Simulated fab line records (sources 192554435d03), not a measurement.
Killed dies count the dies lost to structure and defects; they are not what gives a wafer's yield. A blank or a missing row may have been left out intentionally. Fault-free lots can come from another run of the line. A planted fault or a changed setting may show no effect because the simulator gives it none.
Which tool was responsible?	flow n5_finfet	Sampling: 9 lots, 27 wafers, 5 of 1938 route steps

WHAT THE GAUGES SHOWED, per wafer
N5_MOL_CONTACT_COAG_INSPECT_57: inspects for defects (brightfield). Usual: raw_defect_count reads 203 (standard deviation 52).
lot	measured	on	raw_defect_count	flag
L383	day 5 11:56	defect_inspect-01	196 155 302	
L386	day 6 02:58	defect_inspect-02	111 172 180	
L387	day 6 06:34	defect_inspect-01	215 269 218	
L392	day 7 14:42	defect_inspect-02	210 237 215	
L398	day 9 03:25	defect_inspect-01	221 215 247	
L400	day 9 17:27	defect_inspect-02	165 160 159	
L401	day 9 20:59	defect_inspect-01	344 261 222	
L402	day 10 02:35	defect_inspect-01	292 341 258	
L405	day 10 23:19	defect_inspect-02	177 208 170	

N5_BEOL_M4_RC_MEAS_101. Usual: DIBL_N 36.2 mV/V, standard deviation 1.5; DIBL_P 36.2 mV/V, standard deviation 1.7; IOFF_N 0.155 nA/um, standard deviation 0.021; IOFF_P 0.216 nA/um, standard deviation 0.026; ION_N 674 uA/um, standard deviation 11; ION_P 464 uA/um, standard deviation 6.8; SS_N 71.5 mV/dec, standard deviation 0.56; SS_P 73.3 mV/dec, standard deviation 0.6; VT_N 250.2 mV, standard deviation 2.6; VT_P -249.3 mV, standard deviation 2.5.
lot	measured	on	DIBL_N (mV/V)	DIBL_P (mV/V)	IOFF_N (nA/um)	IOFF_P (nA/um)	ION_N (uA/um)	ION_P (uA/um)	SS_N (mV/dec)	SS_P (mV/dec)	VT_N (mV)	VT_P (mV)	flag
L383	day 8 08:26	prober-02	35.7 37.5 38.0	35.2 37.7 37.4	0.148 0.183 0.186	0.202 0.246 0.230	676 674 674	460 463 464	71.5 72.8 71.8	73.0 73.4 73.8	251.2 250.7 249.9	-251.9 -248.5 -249.7	
L386	day 8 23:38	prober-01	37.9 37.4 38.8	35.0 34.1 36.2	0.143 0.141 0.162	0.214 0.199 0.236	660 654 656	455 451 458	71.5 71.2 71.5	74.1 73.2 74.1	253.3 253.1 249.7	-249.4 -248.9 -248.5	
L387	day 9 03:25	prober-02	36.6 35.7 36.9	37.6 35.8 37.4	0.171 0.152 0.170	0.210 0.195 0.208	688 660 671	463 457 458	71.6 71.5 71.8	73.2 73.6 73.9	250.8 254.5 248.4	-253.2 -252.2 -254.2	
L392	day 10 12:46	prober-01	36.2 36.6 36.1	35.7 35.4 35.1	0.160 0.160 0.150	0.229 0.233 0.229	659 665 661	450 464 458	72.8 71.9 71.8	72.8 73.5 73.0	250.3 251.0 251.0	-247.6 -246.4 -246.5	
L398	day 12 01:08	prober-02	38.5 38.2 37.7	38.7 39.2 38.4	0.183 0.189 0.169	0.238 0.261 0.238	668 686 692	458 475 471	72.5 72.6 72.5	74.1 73.4 73.2	251.9 245.3 250.2	-248.7 -245.7 -248.6	
L400	day 12 11:24	prober-02	35.6 33.3 33.7	35.1 32.7 32.5	0.142 0.114 0.117	0.207 0.181 0.172	659 660 648	455 466 452	71.8 70.9 70.8	73.5 72.4 73.6	252.9 251.8 254.7	-249.4 -251.1 -251.4	
L401	day 12 23:12	prober-01	36.0 36.7 34.5	35.6 35.8 33.8	0.143 0.140 0.109	0.190 0.191 0.170	676 659 665	461 459 461	70.2 70.9 69.9	73.1 72.4 72.4	248.3 250.8 254.4	-249.5 -251.7 -251.5	
L402	day 12 22:53	prober-02	39.7 38.4 36.9	38.9 37.6 35.6	0.181 0.163 0.139	0.247 0.224 0.201	675 681 684	457 466 471	72.4 71.9 72.0	74.0 72.7 72.5	249.7 249.6 251.3	-246.9 -248.6 -249.3	
L405	day 13 22:56	prober-02	36.5 36.8 36.4	37.6 37.6 38.0	0.158 0.148 0.161	0.223 0.227 0.230	681 655 679	473 462 478	71.0 71.7 71.5	73.7 73.4 73.2	249.6 254.4 250.5	-246.7 -250.3 -249.6	

WHAT TOOL EACH LOT RAN ON (gives the tool, then ch and the chambers of the sampled wafers, and finally the start)
lot	N5_MOL_CONTACT_COAG_ETCHBACK_135	N5_MOL_CONTACT_COAG_ETCH_47	N5_MOL_CONTACT_COAG_STRIP_119
L383	rie_diel-05 ch 0,2,3, day 5 12:31	rie_diel-05 ch 0,2,3, day 5 12:40	plasma_asher-02 ch 0,1, day 5 12:46
L386	rie_diel-05 ch 2,3, day 6 03:31	rie_diel-05 ch 2,3, day 6 03:39	plasma_asher-02 ch 0,1, day 6 03:44
L387	rie_diel-05 ch 1,3, day 6 07:27	rie_diel-05 ch 1,3, day 6 07:35	plasma_asher-01 ch 0,1, day 6 07:40
L392	rie_diel-05 ch 2,3, day 7 15:14	rie_diel-05 ch 2,3, day 7 15:22	plasma_asher-02 ch 0,1, day 7 15:27
L398	rie_diel-04 ch 0,2,3, day 9 04:01	rie_diel-04 ch 0,2,3, day 9 04:09	plasma_asher-01 ch 0,1, day 9 04:15
L400	rie_diel-02 ch 2,3, day 9 18:26	rie_diel-02 ch 2,3, day 9 18:35	plasma_asher-01 ch 0, day 9 18:40
L401	rie_diel-02 ch 0,1,2, day 9 21:29	rie_diel-02 ch 0,1,2, day 9 21:37	plasma_asher-02 ch 0,1, day 9 21:42
L402	rie_diel-02 ch 1,2,3, day 10 03:04	rie_diel-02 ch 1,2,3, day 10 03:12	plasma_asher-02 ch 0,1, day 10 03:17
L405	rie_diel-05 ch 0,1,2, day 10 23:59	rie_diel-05 ch 0,1,2, day 11 00:07	plasma_asher-01 ch 0,1, day 11 00:13
- N5_MOL_CONTACT_COAG_ETCHBACK_135: etches SiO2 in CHF3, target depth 25 nm, time 16.7 s.
- N5_MOL_CONTACT_COAG_ETCH_47: etches SiNx in CH3F/O2, stops on W, target depth 27 nm.
- N5_MOL_CONTACT_COAG_STRIP_119: strips in N2/H2, time 30 s.

AS READ BY THE TOOLS THEMSELVES (means over the sampled wafers that have a number; for cases with no such wafer, the mark the record gives instead)
N5_MOL_CONTACT_COAG_ETCHBACK_135. Usual: drypump_motor_current_A 5.7 A, standard deviation 0.42; oes_product_au 0.81 a.u., standard deviation 0.079; rf_vpp_V 524 V, standard deviation 4.7; showerhead_plenum_p_Torr 2.37 Torr, standard deviation 0.082; throttle_valve_pct 18.65 %, standard deviation 0.21.
lot	tool	drypump_motor_current_A (A)	oes_product_au (a.u.)	rf_vpp_V (V)	showerhead_plenum_p_Torr (Torr)	throttle_valve_pct (%)	flag
L383	rie_diel-05	5.7	0.82	524	2.39	18.81	
L386	rie_diel-05	5.8	0.77	520	2.34	18.83	
L387	rie_diel-05	5.8	0.88	523	2.38	18.42	
L392	rie_diel-05	5.8	0.76	521	2.34	18.87	
L398	rie_diel-04	5.3	0.81	521	2.35	18.60	
L400	rie_diel-02	5.5	0.87	532	2.48	18.75	
L401	rie_diel-02	6.1	0.76	526	2.35	18.73	
L402	rie_diel-02	5.6	0.80	527	2.40	18.76	
L405	rie_diel-05	5.8	0.82	526	2.41	18.53	

N5_MOL_CONTACT_COAG_ETCH_47. Usual: CH3F_flow_sccm 30.01 sccm, standard deviation 0.096; O2_flow_sccm 20.00 sccm, standard deviation 0.059; drypump_motor_current_A 5.7 A, standard deviation 0.41; etch_rf_on_time_s 31.2 s, standard deviation 0.62; oes_f_703_au 0.81 a.u., standard deviation 0.075; oes_o_777_au 0.81 a.u., standard deviation 0.075; oes_product_au 0.73 a.u., standard deviation 0.071; rf_fwd_power_W 386.1 W, standard deviation 1.9; rf_vpp_V 297.6 V, standard deviation 2.5; showerhead_plenum_p_Torr 1.99 Torr, standard deviation 0.071; throttle_valve_pct 16.28 %, standard deviation 0.21.
lot	tool	CH3F_flow_sccm (sccm)	O2_flow_sccm (sccm)	drypump_motor_current_A (A)	etch_rf_on_time_s (s)	oes_f_703_au (a.u.)	oes_o_777_au (a.u.)	oes_product_au (a.u.)	rf_fwd_power_W (W)	rf_vpp_V (V)	showerhead_plenum_p_Torr (Torr)	throttle_valve_pct (%)	flag
L383	rie_diel-05	30.05	19.98	5.7	31.5	0.82	0.82	0.73	385.5	297.2	2.01	16.42	
L386	rie_diel-05	30.07	20.00	5.7	31.6	0.79	0.78	0.69	386.6	296.4	1.97	16.46	
L387	rie_diel-05	30.14	20.05	5.8	30.2	0.97	0.95	0.80	417.8	287.4	2.01	16.02	OFF
L392	rie_diel-05	30.01	20.03	5.8	31.1	0.86	0.83	0.69	417.7	286.5	1.96	16.49	OFF
L398	rie_diel-04	30.01	20.01	5.4	30.8	0.81	0.81	0.73	387.2	295.1	1.98	16.23	
L400	rie_diel-02	29.96	20.02	5.5	30.6	0.86	0.86	0.77	386.1	300.8	2.09	16.35	
L401	rie_diel-02	30.01	20.03	6.1	31.3	0.77	0.77	0.68	385.9	298.7	1.97	16.36	
L402	rie_diel-02	29.94	20.02	5.6	30.9	0.81	0.80	0.72	386.4	298.4	2.02	16.39	
L405	rie_diel-05	30.07	19.97	5.8	31.5	0.82	0.82	0.74	385.7	297.9	2.02	16.16	

N5_MOL_CONTACT_COAG_STRIP_119. Usual: drypump_motor_current_A 5.8 A, standard deviation 0.57; heater_power_w 323 W, standard deviation 39; n2_flow_sccm 1750 sccm, standard deviation 5.5.
lot	tool	drypump_motor_current_A (A)	heater_power_w (W)	n2_flow_sccm (sccm)	flag
L383	plasma_asher-02	6.3	334	1753	
L386	plasma_asher-02	6.3	329	1748	
L387	plasma_asher-01	5.2	336	1753	
L392	plasma_asher-02	6.3	333	1750	
L398	plasma_asher-01	5.6	327	1746	
L400	plasma_asher-01	4.9	352	1753	
L401	plasma_asher-02	6.3	332	1746	
L402	plasma_asher-02	6.3	327	1753	
L405	plasma_asher-01	5.6	322	1743	

THE ANSWER, worked out from the rows above alone
Rule: a lot counts as off when the mean over its wafers that have a number is more than 3 standard deviations away from the usual mean. A lot without any number at a reading at which 4 lots or more have one is off too. Any other lot the step has rows for is counted as sound. After the gauges, taken in route order, come the tools' own readings; for these a lot's mean is taken, as printed above. At the first step where some lot is off, the reading lying furthest off is the one used; lots without a number count as furthest.
Off, at N5_MOL_CONTACT_COAG_ETCH_47 on rf_fwd_power_W: L387, L392.
If a tool, at that step or one of the process steps before it, ran each lot that is off and ran no sound lot following the first of them, it fits. None of those tried fits.

WHAT THE SIMULATOR HAD INSERTED
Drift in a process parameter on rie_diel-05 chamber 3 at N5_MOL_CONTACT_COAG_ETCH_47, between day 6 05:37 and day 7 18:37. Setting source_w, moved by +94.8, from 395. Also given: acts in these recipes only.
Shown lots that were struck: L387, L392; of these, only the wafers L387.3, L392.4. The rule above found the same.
